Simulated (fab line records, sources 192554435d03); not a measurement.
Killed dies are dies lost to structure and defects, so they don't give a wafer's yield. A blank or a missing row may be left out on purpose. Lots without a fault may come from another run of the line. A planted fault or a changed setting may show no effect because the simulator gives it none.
fab line records | flow n5_finfet
record lots=4 wafers=12 last_day=17
route steps=1938 shown BEOL_M4@1099 BEOL_M5@1112 BEOL_M11@1536 PASSIVATION@1936
lots that met no fault: from a run of the same line without faults
start_h: hours from the record's first day to the start of the lot's first wafer shown | wait_h: hours since the lot's step before | " the same as in the row above | L1.1+2: a row that stands for several wafers | - no value, or no start given | * or withheld: withheld | < > ~ a bound
route shown NAME@n: a module of which the file shows steps, and the number in the route of the first | usual: mean/standard deviation of fault-free wafers | same: alike in all rows | chamber/n: place in a boat | sites: the reading at each site | _std_site: their standard deviation | _edge_site: outer sites' mean less inner sites' | radius_mm: how far each site lies from the wafer's centre | mask NAME#n: copy n | behind: the tool/chamber that last shaped the wafer | hold: why the lot was held/for how many hours/how that ended | device: the transistor (n, p or np) that didn't switch | end of line: the same wafers' tests at the end of the route | a step without rows: its recipe alone | killed: dies lost to structure and defects at the first sort, not the wafer's yield | map: a wafer's dies, x killed, . not, _ none there
set.NAME: the setting as run; set.NAME@STEP: as run at that earlier step | model.NAME: the simulator's own value behind a step, which no gauge read
lots at some steps of the route; a table a step, a row a wafer
services: from which hour (start_h, from the record's first day; less than 0 if before it) a tool's chamber was out of use, for how many hours, and why
## steps
# step N5_BEOL_M4_ANNEAL_95
# recipe temp_c=400 time_s=240 ambient=vacuum
# step N5_BEOL_M4_SPUTTER_96
# recipe material=Cu target_thk_a=45 temp_c=-20 chamber_pressure_pa=0.07 power_w=withheld time_s=8.29
# step N5_BEOL_M4_ECD_50
# recipe material=Cu target_thk_a=3000
# step N5_BEOL_M4_ANNEAL_51
# recipe temp_c=225 time_s=90 ambient=N2
# step N5_BEOL_M4_CMP_52
# recipe stop_on=SiOC t_overpolish_s=6.8 down_force_psi=1 platen_rpm=50 clearing_platen_down_force_psi=1.5 clearing_platen_rpm=50 post_cmp_clean=cu_alkaline target_thk_nm=40 clearing_platen_pad_velocity_m_s=0.99484 pad_velocity_m_s=0.99484
# step N5_BEOL_M4_PRE_CLEAN_60
# recipe gas=NH3/H2 time_s=15 temp_c=* rf_power_w=300
# step N5_BEOL_M4_CO_CAP_55
# recipe material=Co target_thk_a=20 temp_c=200 precursor=CCTBA/H2 pressure_torr=30 time_s=102.1
# step N5_BEOL_M4_PRE_CLEAN_56
# recipe gas=NH3 time_s=15 temp_c=withheld rf_power_w=300
# step N5_BEOL_M4_DEP_57
# recipe material=SiCN target_thk_a=80 temp_c=withheld precursor=3MS/NH3 pressure_torr=3 rf_w=202 time_s=14
# step N5_BEOL_M4_RC_MEAS_101
# usual DIBL_N=36.4/1.9 DIBL_P=35.8/2.1 IOFF_N=0.158/0.029 IOFF_P=0.21/0.035 ION_N=676/14 ION_P=465/9.7 SS_N=71.5/0.66 SS_P=73.4/0.7 VT_N=249.8/3 VT_P=-250/3.3
# columns lot.wafer tool chamber start_h wait_h DIBL_N[mV/V] DIBL_P[mV/V] IOFF_N[nA/um] IOFF_P[nA/um] ION_N[uA/um] ION_P[uA/um] SS_N[mV/dec] SS_P[mV/dec] VT_N[mV] VT_P[mV]
L448.1 prober-01 0 209.32 0.0 32.9 33.7 0.103 0.14 652 444 70.3 72.6 255.4 -258
L448.2 " 0 " " 35.0 36.4 0.132 0.17 679 460 70.6 72.8 248.9 -257
L448.3 " 0 " " 35.7 36.3 0.132 0.16 650 442 71.3 73.1 254.1 -257
L457.4 prober-02 0 277.38 0.5 35.3 34.5 0.131 0.16 649 447 70.8 72.5 250.8 -253
L457.5 " 0 " " 34.2 33.2 0.114 0.14 667 451 70.3 72.1 252.9 -254
L457.6 " 0 " " 39.3 40.4 0.196 0.23 667 460 72.1 74.7 249.1 -250
L459.2 prober-01 0 282.30 0.2 34.5 34.2 0.146 0.19 689 474 71.3 72.9 249.5 -250
L459.5 " 0 " " 39.2 39.8 0.254 0.29 710 482 72.0 75.0 240.3 -245
L459.6 " 0 " " 34.2 33.1 0.144 0.18 683 465 70.6 72.2 245.0 -249
L463.1 prober-02 0 306.39 0.1 34.4 32.6 0.121 0.17 648 446 72.0 72.4 253.5 -252
L463.4 " 0 " " 34.6 32.4 0.133 0.16 664 452 70.5 72.7 250.4 -252
L463.6 " 0 " " 35.9 34.5 0.149 0.20 658 456 70.4 73.0 249.9 -251
# step N5_BEOL_M5_ILD_DEP_00
# recipe material=SiCOH_lowk target_thk_a=1406.4 temp_c=300 precursor=DEMS/porogen pressure_torr=5 rf_w=500 time_s=25.9
# step N5_BEOL_M5_CURE_79
# recipe temp_c=385 time_s=240 ambient=He/Ar material=SiCOH_lowk
# step N5_BEOL_M5_PECVD_70
# recipe material=SiO2 target_thk_a=160 temp_c=400 precursor=TEOS/O2 pressure_torr=5.5 rf_w=450 teos_flow_sccm=53.8 gas=O2 flow_sccm=3000 time_s=18
# step N5_BEOL_M5_HM_DEP_02
# recipe material=TiN target_thk_a=200 temp_c=25 chamber_pressure_pa=0.49996
# step N5_BEOL_M5_COAT_59
# recipe resist=SOC temp_c=250 time_s=60 spin_rpm=1500 resist_thk_nm=60
# step N5_BEOL_M5_COAT_60
# recipe resist=SiARC temp_c=220 time_s=60 spin_rpm=1500 resist_thk_nm=12
# step N5_BEOL_M5_COAT_71
# recipe resist=underlayer temp_c=205 time_s=60 spin_rpm=1500 resist_thk_nm=5
# step N5_BEOL_M5_COAT_05
# recipe resist=CAR-EUV spin_rpm=1500 resist_thk_nm=30
# step N5_BEOL_M5_EBR_07
# recipe solvent=PGMEA ebr_width_mm=1.5
# step N5_BEOL_M5_SOFTBAKE_06
# recipe temp_c=110 time_s=60 resist=CAR-EUV
# step N5_BEOL_M5_EXPOSE_08
# recipe mask_id=M5 na=0.33 source_shape=annular sigma_inner=0.4 sigma_outer=0.8 polarization=unpolarized target_cd_nm=28 dose_mj=35.75
# step N5_BEOL_M5_PEB_09
# recipe peb_temp_c=100 peb_time_s=60 resist=CAR-EUV
# step N5_BEOL_M5_DEVELOP_10
# recipe develop_time_s=30 developer=TMAH resist=CAR-EUV rinse_liquid=surfactant_rinse dry=air_spin dev_temp_c=23
# step N5_BEOL_M5_DESCUM_16
# recipe chemistry=O2 time_s=7 source_power_w=50 bias_power_w=20 pressure_mtorr=20 rf_frequency_hz=2.712e+07 temp_c=40 resist=CAR-EUV o2_flow_sccm=225
# step N5_BEOL_M5_ETCH_72
# recipe chemistry=N2/H2 target=underlayer target_depth_a=65 mask_material=CAR-EUV time_s=5.2 ion_energy_ev=200 pressure_mtorr=30 source_w=840 bias_w=150 n2_flow_sccm=200 h2_flow_sccm=200 ends=cleared
# step N5_BEOL_M5_ETCH_61
# recipe chemistry=CF4 target=SiARC target_depth_a=156 mask_material=CAR-EUV time_s=26 ion_energy_ev=80 pressure_mtorr=40 source_w=545 bias_w=36 Ar_flow_sccm=100 cf4_flow_sccm=100 ends=cleared
# step N5_BEOL_M5_ETCH_62
# recipe chemistry=N2/H2 target=SOC target_depth_a=750 overetch_a=150 mask_material=SiARC temp_c=40 time_s=112.5 ion_energy_ev=200 pressure_mtorr=30 source_w=840 bias_w=150 n2_flow_sccm=200 h2_flow_sccm=200
# step N5_BEOL_M5_STRIP_63
# recipe chemistry=N2/H2 temp_c=40 n2_flow_sccm=200 h2_flow_sccm=200 rf_frequency_hz=6e+07
# step N5_BEOL_M5_STRIP_73
# recipe chemistry=N2/H2 temp_c=40 n2_flow_sccm=200 h2_flow_sccm=200 rf_frequency_hz=6e+07
# step N5_BEOL_M5_STRIP_64
# recipe chemistry=CF4 resist=SiARC power_w=300 bias_power_w=75 pressure_mtorr=50 cf4_flow_sccm=150 rf_frequency_hz=6e+07
# step N5_BEOL_M5_HM_OPEN_17
# recipe chemistry=Cl2/BCl3 target_depth_a=200 overetch_a=60 target=TiN mask_material=SOC ion_energy_ev=150 pressure_mtorr=10 icp_w=1000 bias_w=126 Cl2_flow_sccm=53.25 bcl3_flow_sccm=21.75 Ar_flow_sccm=25
# step N5_BEOL_M5_STRIP_19
# recipe chemistry=O2 power_w=400 temp_c=40 pressure_mtorr=30 rf_frequency_hz=6e+07 bias_power_w=0 overash_fraction=0.2 o2_flow_sccm=225
# step N5_BEOL_M5_COAT_65
# recipe resist=SOC temp_c=250 time_s=60 spin_rpm=1500 resist_thk_nm=60
# step N5_BEOL_M5_COAT_66
# recipe resist=SiARC temp_c=220 time_s=60 spin_rpm=1500 resist_thk_nm=12
# step N5_BEOL_M11_ILD_DEP_00
# recipe material=SiCOH_lowk target_thk_a=3085.1 temp_c=300 precursor=DEMS/porogen pressure_torr=5 rf_w=500 time_s=58
# usual heater_power_outer_w=145/26 heater_power_w=307/51 run_length_s=101.0/0.45 showerhead_plenum_p_Torr=5.744/0.011 throttle_valve_pct=14.0/0.76
# columns lot.wafer tool chamber start_h wait_h heater_power_outer_w heater_power_w run_length_s showerhead_plenum_p_Torr throttle_valve_pct model.SiCOH_lowk_of_BEOL_M11_ILD_DEP_00.thk_nm
L448.1 pecvd-04 0 266.15 0.0 154 266 100.8 5.764 13.5 301.8
L448.2 " 1 " " 140 288 101.2 5.761 13.5 302.2
L448.3 " 2 " " 135 303 100.6 5.760 14.0 302.4
L457.4 pecvd-04 1 332.54 0.1 107 243 101.0 5.749 13.5 305.6
L457.5 " 2 " " 98 254 100.8 5.749 14.1 314.8
L457.6 " 0 " " 140 246 128.4 5.735 13.5 459
L459.2 pecvd-04 1 342.74 0.0 147 285 101.2 5.737 13.4 305
L459.5 " 0 " " 157 272 101.5 5.747 13.7 313.2
L459.6 " 1 " " 151 306 129.2 5.749 13.7 456
L463.1 pecvd-03 0 365.92 0.0 108 266 101.5 5.726 14.4 303.2
L463.4 " 0 " " 113 282 101.5 5.713 14.3 306.8
L463.6 " 2 " " 136 350 101.5 5.744 13.2 303.6
# step N5_BEOL_M11_THK_MEAS_01
# recipe reads=SiCOH_lowk_of_BEOL_M11_ILD_DEP_00
# usual M11_ILD_THK=267/3.7
# columns lot.wafer tool chamber start_h wait_h M11_ILD_THK[nm]
L448.1 film_metro-01 - 267.22 0.8 262
L448.2 " - " " 263
L448.3 " - " " 263
L457.4 film_metro-02 - 333.10 0.2 265
L457.5 " - " " 273
L457.6 " - " " 402
L459.2 film_metro-02 - 343.34 0.4 265
L459.5 " - " " 272
L459.6 " - " " 400
L463.1 film_metro-02 - 366.51 0.4 264
L463.4 " - " " 266
L463.6 " - " " 264
# step N5_BEOL_M11_CMP_52
# recipe stop_on=SiCOH_lowk t_overpolish_s=7 down_force_psi=1 platen_rpm=50 clearing_platen_down_force_psi=1.5 clearing_platen_rpm=50 post_cmp_clean=cu_alkaline target_thk_nm=140 clearing_platen_pad_velocity_m_s=0.99484 pad_velocity_m_s=0.99484
# usual clearing_platen_down_force_psi=1.5004/0.0029 motor_current_A=6.0/0.34 slurry_filter_dp_kPa=13.50/0.14
# columns lot.wafer tool chamber start_h wait_h clearing_platen_down_force_psi motor_current_A slurry_filter_dp_kPa model.SiCOH_lowk_of_BEOL_M11_ILD_DEP_00.thk_nm
L448.2 cmp-04 1 273.42 0.2 1.4977 5.8 13.48 259.6
L448.3 " 3 " " 1.4952 5.6 13.51 259.6
L448.1 " 0 " " 1.5061 6.2 13.37 259.2
L457.4 cmp-04 3 342.52 0.1 1.5006 5.4 13.60 262.4
L457.5 " 3 " " 1.5008 5.8 13.52 270.6
L457.6 " 0 " " 1.4977 6.3 13.70 399
L459.2 cmp-03 2 351.45 0.3 1.5010 6.2 13.58 262
L459.5 " 0 " " 1.5048 6.3 13.61 269.2
L459.6 " 1 " " 1.4987 5.8 13.37 396.4
L463.1 cmp-03 1 374.90 0.3 1.5042 5.8 13.59 260.4
L463.4 " 0 " " 1.5023 6.3 13.77 263.4
L463.6 " 2 " " 1.5023 6.3 13.67 260.6
# step N5_PASSIVATION_PROBE_49
# usual defect_limited_yield=91.3/1.3 killed_at_M0_to_M3=34/9.1 killed_at_M4_up=14/5.6 killed_at_contacts=13/5.9 killed_at_front_end=39/11 killed_at_other=3.6/3 killed_dies=102/16 killed_on_rim=13/4 killed_open=68/12 killed_short=33/7.3 sort_bin_4_leakage=0.00/0.01 sort_bin_5_function=5.2/0.89 sort_bin_6_memory=3.2/0.68 sort_bin_8_speed=0.00/0.027 sort_n_pass=1078/16 sort_yield_pct=91.3/1.3
# same gross_dies=1180 killed_at_back_side=0
# columns lot.wafer tool chamber start_h wait_h defect_limited_yield[%] killed_at_M0_to_M3 killed_at_M4_up killed_at_contacts killed_at_front_end killed_at_other killed_dies killed_on_rim killed_open killed_short sort_bin_4_leakage[%] sort_bin_5_function[%] sort_bin_6_memory[%] sort_bin_8_speed[%] sort_n_pass sort_yield_pct[%]
L448.1 prober-01 - 317.54 0.0 93.5 20 9 14 32 2 77 13 57 20 0 4.4 2.0 0 1103 93.5
L448.2 prober-01 - 317.59 0.1 93.1 33 9 15 24 0 81 8 58 23 0 3.8 3.0 0 1099 93.1
L448.3 prober-01 - 317.64 0.1 90.6 42 8 15 40 6 111 12 58 53 0 5.4 3.3 0 1069 90.6
L457.4 prober-02 - 381.15 0.2 91.9 33 12 7 39 4 95 6 67 27 0 4.5 3.5 0 1085 91.9
L457.5 prober-02 - 381.20 0.2 92.1 37 22 6 23 5 93 11 66 27 0 4.7 2.7 0 1087 92.1
L457.6 prober-02 - 381.25 0.3 0 28 1097 8 43 4 1180 152 56 37 0 96.9 2.5 0 0 0
L459.2 prober-01 - 397.98 0.1 91.7 38 9 7 42 2 98 13 60 35 0 5.2 2.5 0 1082 91.7
L459.5 prober-01 - 398.13 0.2 93.6 26 12 9 24 4 75 7 54 20 0.08 4.5 1.9 0 1104 93.6
L459.6 prober-01 - 398.18 0.3 0 45 1101 5 29 0 1180 152 59 36 0 97.4 2.4 0 0 0
L463.1 prober-02 - 417.38 0.0 90.7 29 17 17 43 4 110 22 64 41 0 5.3 3.7 0.25 1067 90.4
L463.4 prober-02 - 417.53 0.2 92.4 32 9 15 34 0 90 10 62 28 0 4.2 3.2 0 1090 92.4
L463.6 prober-02 - 417.63 0.3 91.1 44 17 10 32 2 105 13 67 35 0 5.3 3.2 0 1075 91.1
# killed by level:class
L448.1 FIN_SAQP:geometric_particle:open=13 MOL_CONTACT_COAG:geometric_particle:open=10 BEOL_M0_SAQP:geometric_particle:short=6 BEOL_M4:geometric_particle:open=5 BEOL_M2:geometric_particle:open=5 MOL_CONTACT_COAG:geometric_particle:short=4 BEOL_M1:geometric_particle:open=4 DUMMY_GATE:geometric_particle:open=3
L448.2 MOL_CONTACT_COAG:geometric_particle:open=15 BEOL_M0_SAQP:geometric_particle:open=10 BEOL_M0_SAQP:geometric_particle:short=7 BEOL_M1:geometric_particle:open=6 FIN_SAQP:geometric_particle:short=5 FIN_SAQP:geometric_particle:open=5 BEOL_M2:geometric_particle:open=4 BEOL_M4:geometric_particle:open=3
L448.3 BEOL_M0_SAQP:geometric_particle:short=17 FIN_SAQP:geometric_particle:short=15 MOL_CONTACT_COAG:geometric_particle:open=11 DUMMY_GATE:geometric_particle:open=9 BEOL_M0_SAQP:geometric_particle:open=8 BEOL_M2:geometric_particle:open=5 BEOL_M6:geometric_particle:open=5 FIN_SAQP:geometric_particle:open=4
L457.4 STI_FIN_REVEAL:geometric_particle:open=14 BEOL_M2:geometric_particle:open=12 BEOL_M3:geometric_particle:open=7 MOL_CONTACT_COAG:geometric_particle:open=7 BEOL_M4:geometric_particle:open=6 BEOL_M3:geometric_particle:short=4 STI_FIN_REVEAL:geometric_particle:short=3 FIN_SAQP:geometric_particle:short=3
L457.5 BEOL_M4:geometric_particle:open=16 BEOL_M3:geometric_particle:open=8 FIN_SAQP:geometric_particle:open=7 BEOL_M2:geometric_particle:open=7 BEOL_M0_SAQP:geometric_particle:open=6 BEOL_M0:geometric_particle:open=6 FIN_SAQP:geometric_particle:short=5 GATE_CUT:geometric_particle:open=4
L457.6 BEOL_M11:area_etch=1086 FIN_SAQP:geometric_particle:short=13 BEOL_M2:geometric_particle:open=8 STI_FIN_REVEAL:geometric_particle:open=7 BEOL_M3:geometric_particle:open=7 MOL_CONTACT_COAG:geometric_particle:open=6 DUMMY_GATE:geometric_particle:open=6 BEOL_M4:geometric_particle:open=5
L459.2 BEOL_M0_SAQP:geometric_particle:open=15 BEOL_M0_SAQP:geometric_particle:short=12 FIN_SAQP:geometric_particle:short=8 MOL_CONTACT_COAG:geometric_particle:open=7 DUMMY_GATE:geometric_particle:open=6 BEOL_M4:geometric_particle:open=6 BEOL_M3:geometric_particle:open=6 STI_FIN_REVEAL:geometric_particle:open=5
L459.5 BEOL_M2:geometric_particle:open=8 MOL_CONTACT_COAG:geometric_particle:open=7 BEOL_M0_SAQP:geometric_particle:open=6 FIN_SAQP:geometric_particle:open=5 DUMMY_GATE:geometric_particle:open=5 BEOL_M4:geometric_particle:open=5 BEOL_M0_SAQP:geometric_particle:short=4 FIN_SAQP:geometric_particle:short=3
L459.6 BEOL_M11:area_etch=1083 BEOL_M0_SAQP:geometric_particle:short=10 BEOL_M0_SAQP:geometric_particle:open=9 FIN_SAQP:geometric_particle:short=6 BEOL_M3:geometric_particle:open=6 BEOL_M4:geometric_particle:open=6 STI_FIN_REVEAL:geometric_particle:open=5 MOL_CONTACT_COAG:geometric_particle:open=5
L463.1 MOL_CONTACT_COAG:geometric_particle:open=14 BEOL_M0_SAQP:geometric_particle:short=12 FIN_SAQP:geometric_particle:open=10 GATE_CUT:geometric_particle:short=7 BEOL_M0_SAQP:geometric_particle:open=7 FIN_SAQP:geometric_particle:short=6 BEOL_M4:geometric_particle:short=6 DUMMY_GATE:geometric_particle:open=5
L463.4 MOL_CONTACT_COAG:geometric_particle:open=10 BEOL_M2:geometric_particle:open=9 FIN_SAQP:geometric_particle:open=8 FIN_SAQP:geometric_particle:short=7 BEOL_M1:geometric_particle:open=7 BEOL_M0_SAQP:geometric_particle:short=6 MOL_CONTACT_COAG:geometric_particle:short=5 GATE_CUT:geometric_particle:open=4
L463.6 BEOL_M0_SAQP:geometric_particle:open=12 FIN_SAQP:geometric_particle:open=9 BEOL_M4:geometric_particle:open=9 BEOL_M2:geometric_particle:open=7 BEOL_M3:geometric_particle:open=7 BEOL_M0_SAQP:geometric_particle:short=6 MOL_CONTACT_COAG:geometric_particle:open=5 MOL_CONTACT_COAG:geometric_particle:short=5
# map L457.6 (x killed, . not)
_________________xxxxxxxxxxxx________________
______________xxxxxxxxxxxxxxxxxx_____________
___________xxxxxxxxxxxxxxxxxxxxxxxx__________
__________xxxxxxxxxxxxxxxxxxxxxxxxxx_________
________xxxxxxxxxxxxxxxxxxxxxxxxxxxxxx_______
_______xxxxxxxxxxxxxxxxxxxxxxxxxxxxxxxx______
______xxxxxxxxxxxxxxxxxxxxxxxxxxxxxxxxxx_____
_____xxxxxxxxxxxxxxxxxxxxxxxxxxxxxxxxxxxx____
____xxxxxxxxxxxxxxxxxxxxxxxxxxxxxxxxxxxxxx___
___xxxxxxxxxxxxxxxxxxxxxxxxxxxxxxxxxxxxxxxx__
___xxxxxxxxxxxxxxxxxxxxxxxxxxxxxxxxxxxxxxxx__
__xxxxxxxxxxxxxxxxxxxxxxxxxxxxxxxxxxxxxxxxxx_
__xxxxxxxxxxxxxxxxxxxxxxxxxxxxxxxxxxxxxxxxxx_
_xxxxxxxxxxxxxxxxxxxxxxxxxxxxxxxxxxxxxxxxxxxx
_xxxxxxxxxxxxxxxxxxxxxxxxxxxxxxxxxxxxxxxxxxxx
_xxxxxxxxxxxxxxxxxxxxxxxxxxxxxxxxxxxxxxxxxxxx
_xxxxxxxxxxxxxxxxxxxxxxxxxxxxxxxxxxxxxxxxxxxx
_xxxxxxxxxxxxxxxxxxxxxxxxxxxxxxxxxxxxxxxxxxxx
_xxxxxxxxxxxxxxxxxxxxxxxxxxxxxxxxxxxxxxxxxxxx
_xxxxxxxxxxxxxxxxxxxxxxxxxxxxxxxxxxxxxxxxxxxx
_xxxxxxxxxxxxxxxxxxxxxxxxxxxxxxxxxxxxxxxxxxxx
__xxxxxxxxxxxxxxxxxxxxxxxxxxxxxxxxxxxxxxxxxx_
__xxxxxxxxxxxxxxxxxxxxxxxxxxxxxxxxxxxxxxxxxx_
___xxxxxxxxxxxxxxxxxxxxxxxxxxxxxxxxxxxxxxxx__
___xxxxxxxxxxxxxxxxxxxxxxxxxxxxxxxxxxxxxxxx__
____xxxxxxxxxxxxxxxxxxxxxxxxxxxxxxxxxxxxxx___
_____xxxxxxxxxxxxxxxxxxxxxxxxxxxxxxxxxxxx____
______xxxxxxxxxxxxxxxxxxxxxxxxxxxxxxxxxx_____
_______xxxxxxxxxxxxxxxxxxxxxxxxxxxxxxxx______
________xxxxxxxxxxxxxxxxxxxxxxxxxxxxxx_______
__________xxxxxxxxxxxxxxxxxxxxxxxxxx_________
___________xxxxxxxxxxxxxxxxxxxxxxxx__________
______________xxxxxxxxxxxxxxxxxx_____________
_________________xxxxxxxxxxxx________________
# map L459.6 (x killed, . not)
_________________xxxxxxxxxxxx________________
______________xxxxxxxxxxxxxxxxxx_____________
___________xxxxxxxxxxxxxxxxxxxxxxxx__________
__________xxxxxxxxxxxxxxxxxxxxxxxxxx_________
________xxxxxxxxxxxxxxxxxxxxxxxxxxxxxx_______
_______xxxxxxxxxxxxxxxxxxxxxxxxxxxxxxxx______
______xxxxxxxxxxxxxxxxxxxxxxxxxxxxxxxxxx_____
_____xxxxxxxxxxxxxxxxxxxxxxxxxxxxxxxxxxxx____
____xxxxxxxxxxxxxxxxxxxxxxxxxxxxxxxxxxxxxx___
___xxxxxxxxxxxxxxxxxxxxxxxxxxxxxxxxxxxxxxxx__
___xxxxxxxxxxxxxxxxxxxxxxxxxxxxxxxxxxxxxxxx__
__xxxxxxxxxxxxxxxxxxxxxxxxxxxxxxxxxxxxxxxxxx_
__xxxxxxxxxxxxxxxxxxxxxxxxxxxxxxxxxxxxxxxxxx_
_xxxxxxxxxxxxxxxxxxxxxxxxxxxxxxxxxxxxxxxxxxxx
_xxxxxxxxxxxxxxxxxxxxxxxxxxxxxxxxxxxxxxxxxxxx
_xxxxxxxxxxxxxxxxxxxxxxxxxxxxxxxxxxxxxxxxxxxx
_xxxxxxxxxxxxxxxxxxxxxxxxxxxxxxxxxxxxxxxxxxxx
_xxxxxxxxxxxxxxxxxxxxxxxxxxxxxxxxxxxxxxxxxxxx
_xxxxxxxxxxxxxxxxxxxxxxxxxxxxxxxxxxxxxxxxxxxx
_xxxxxxxxxxxxxxxxxxxxxxxxxxxxxxxxxxxxxxxxxxxx
_xxxxxxxxxxxxxxxxxxxxxxxxxxxxxxxxxxxxxxxxxxxx
__xxxxxxxxxxxxxxxxxxxxxxxxxxxxxxxxxxxxxxxxxx_
__xxxxxxxxxxxxxxxxxxxxxxxxxxxxxxxxxxxxxxxxxx_
___xxxxxxxxxxxxxxxxxxxxxxxxxxxxxxxxxxxxxxxx__
___xxxxxxxxxxxxxxxxxxxxxxxxxxxxxxxxxxxxxxxx__
____xxxxxxxxxxxxxxxxxxxxxxxxxxxxxxxxxxxxxx___
_____xxxxxxxxxxxxxxxxxxxxxxxxxxxxxxxxxxxx____
______xxxxxxxxxxxxxxxxxxxxxxxxxxxxxxxxxx_____
_______xxxxxxxxxxxxxxxxxxxxxxxxxxxxxxxx______
________xxxxxxxxxxxxxxxxxxxxxxxxxxxxxx_______
__________xxxxxxxxxxxxxxxxxxxxxxxxxx_________
___________xxxxxxxxxxxxxxxxxxxxxxxx__________
______________xxxxxxxxxxxxxxxxxx_____________
_________________xxxxxxxxxxxx________________
## services
# columns tool chamber start_h hours kind
cmp-04 - 246.72 2.4 repair
cmp-03 - 282.95 0.6 repair
pecvd-04 2 295.10 2.1 scheduled_down
pecvd-03 - 304.54 5.5 pm
cmp-04 - 327.59 0.5 repair
cmp-04 - 331.92 0.5 repair
pecvd-03 - 332.36 0.8 pm
pecvd-03 2 337.88 15.0 repair
cmp-04 - 351.33 1.1 repair
pecvd-04 0 360.53 5.8 repair
cmp-04 - 371.55 56.6 repair
## key
first_sign step=N5_BEOL_M11_ILD_DEP_00 reading=run_length_s direction=up sigmas=61 usual=* struck=*
effect step=N5_BEOL_M11_THK_MEAS_01 reading=M11_ILD_THK direction=up sigmas=36 usual=267 struck=401
effect step=N5_PASSIVATION_PROBE_49 reading=killed_at_M4_up direction=up sigmas=99+ usual=14 struck=1099
model_effect step=N5_BEOL_M11_ILD_DEP_00 value=SiCOH_lowk_of_BEOL_M11_ILD_DEP_00.thk_nm without=311.4 struck=457.5
model_effect step=N5_BEOL_M11_CMP_52 value=SiCOH_lowk_of_BEOL_M11_ILD_DEP_00.thk_nm without=267.5 struck=397.7
more_kills_born_at N5_BEOL_M11_ETCH_41@rie_diel-06=1086 N5_BEOL_M11_ETCH_41@rie_diel-02=1083
met_at N5_BEOL_M11_ILD_DEP_00
struck_wafers L457.6,L459.6
later_rows_left_out L457.6,L459.6
onset_between 266.15 332.54
fault kind=process_parameter_drift tool=pecvd-04 chamber=- onset_h=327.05 steps=N5_BEOL_M11_ILD_DEP_00 channel=time_s offset=* shape=step end_h=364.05 scope=struck_wafers_only acts_in=* stated=*
# later_rows_left_out: the simulator's readings of these wafers behind a module that went badly wrong aren't trusted and aren't shown, but for the sort
